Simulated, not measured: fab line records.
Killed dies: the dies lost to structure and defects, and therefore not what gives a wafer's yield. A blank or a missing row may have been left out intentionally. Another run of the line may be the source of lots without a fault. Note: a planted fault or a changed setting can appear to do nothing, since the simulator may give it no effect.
Matching of chambers :: flow n5-finfet :: N5_BEOL_M0_SAQP_CUT_ETCH_46 on rie-diel-02: 4 sister chambers
The step etches SOC in N2/H2, target depth 135 nm, overetch 27 nm, time 202.5 s. 14 wafers are shown with their chamber, then 7 later ones without.

WAFERS PAIRED WITH THEIR CHAMBERS
wafer: L078.1
chamber: 1
throttle-valve-pct (%): 18.0
showerhead-plenum-p-Torr (Torr): 2.54
drypump-motor-current-A (A): 4.9

wafer: L078.4
chamber: 2
throttle-valve-pct (%): 18.1
showerhead-plenum-p-Torr (Torr): 2.45
drypump-motor-current-A (A): 5.8

wafer: L078.6
chamber: 0
throttle-valve-pct (%): 17.6
showerhead-plenum-p-Torr (Torr): 2.46
drypump-motor-current-A (A): 5.8

wafer: L080.2
chamber: 0
throttle-valve-pct (%): 17.6
showerhead-plenum-p-Torr (Torr): 2.45
drypump-motor-current-A (A): 5.8

wafer: L080.4
chamber: 2
throttle-valve-pct (%): 18.1
showerhead-plenum-p-Torr (Torr): 2.44
drypump-motor-current-A (A): 5.9

wafer: L080.5
chamber: 0
throttle-valve-pct (%): 17.6
showerhead-plenum-p-Torr (Torr): 2.45
drypump-motor-current-A (A): 5.8

wafer: L082.1
chamber: 2
throttle-valve-pct (%): 18.1
showerhead-plenum-p-Torr (Torr): 2.44
drypump-motor-current-A (A): 5.8

wafer: L082.3
chamber: 1
throttle-valve-pct (%): 18.0
showerhead-plenum-p-Torr (Torr): 2.54
drypump-motor-current-A (A): 4.8

wafer: L082.6
chamber: 3
throttle-valve-pct (%): 17.4
showerhead-plenum-p-Torr (Torr): 2.70
drypump-motor-current-A (A): 5.4

wafer: L084.1
chamber: 1
throttle-valve-pct (%): 18.0
showerhead-plenum-p-Torr (Torr): 2.53
drypump-motor-current-A (A): 4.9

wafer: L084.3
chamber: 0
throttle-valve-pct (%): 17.6
showerhead-plenum-p-Torr (Torr): 2.45
drypump-motor-current-A (A): 5.8

wafer: L084.5
chamber: 3
throttle-valve-pct (%): 17.5
showerhead-plenum-p-Torr (Torr): 2.69
drypump-motor-current-A (A): 5.4

wafer: L089.1
chamber: 2
throttle-valve-pct (%): 18.1
showerhead-plenum-p-Torr (Torr): 2.44
drypump-motor-current-A (A): 5.9

wafer: L089.2
chamber: 3
throttle-valve-pct (%): 17.5
showerhead-plenum-p-Torr (Torr): 2.69
drypump-motor-current-A (A): 5.4

SIGNATURES (averages over the wafers above)
reading: throttle-valve-pct
chamber 0: 17.600
chamber 1: 18.000
chamber 2: 18.100
chamber 3: 17.467
scatter within a chamber: 0.0258

reading: showerhead-plenum-p-Torr
chamber 0: 2.4525
chamber 1: 2.5367
chamber 2: 2.4425
chamber 3: 2.6933
scatter within a chamber: 0.00532

reading: drypump-motor-current-A
chamber 0: 5.800
chamber 1: 4.867
chamber 2: 5.850
chamber 3: 5.400
scatter within a chamber: 0.0408
Rule: for a wafer and a chamber, the distance is found by dividing, reading by reading, the gap between the wafer's reading and the chamber's mean by the reading's scatter, squaring, summing and taking the root. If the next closest chamber is less than 2 further off than the closest, the wafer can't be placed; otherwise it belongs to the closest. The scatter is the square root of a quotient: the sum, over the shown wafers, of each reading's squared deviation from its chamber's mean, divided by wafers minus chambers.

WAFERS WHOSE CHAMBER IS MISSING
wafer: L089.5
throttle-valve-pct (%): 18.2
showerhead-plenum-p-Torr (Torr): 2.44
drypump-motor-current-A (A): 5.8

wafer: L093.1
throttle-valve-pct (%): 18.2
showerhead-plenum-p-Torr (Torr): 2.43
drypump-motor-current-A (A): 5.8

wafer: L093.3
throttle-valve-pct (%): 17.6
showerhead-plenum-p-Torr (Torr): 2.44
drypump-motor-current-A (A): 5.8

wafer: L093.6
throttle-valve-pct (%): 17.6
showerhead-plenum-p-Torr (Torr): 2.44
drypump-motor-current-A (A): 5.8

wafer: L094.1
throttle-valve-pct (%): 18.2
showerhead-plenum-p-Torr (Torr): 2.43
drypump-motor-current-A (A): 5.9

wafer: L094.3
throttle-valve-pct (%): 17.5
showerhead-plenum-p-Torr (Torr): 2.68
drypump-motor-current-A (A): 5.4

wafer: L094.4
throttle-valve-pct (%): 18.2
showerhead-plenum-p-Torr (Torr): 2.43
drypump-motor-current-A (A): 5.9

WHICH CHAMBER EACH WENT THROUGH
wafer: L089.5
from the rows above: 2
in truth: 2

wafer: L093.1
from the rows above: 2
in truth: 2

wafer: L093.3
from the rows above: 0
in truth: 0

wafer: L093.6
from the rows above: 0
in truth: 0

wafer: L094.1
from the rows above: 2
in truth: 2

wafer: L094.3
from the rows above: 3
in truth: 3

wafer: L094.4
from the rows above: 2
in truth: 2
Correct placement for 7 of the 7. Number that these rows cannot place: 0. 0 placed wrongly.
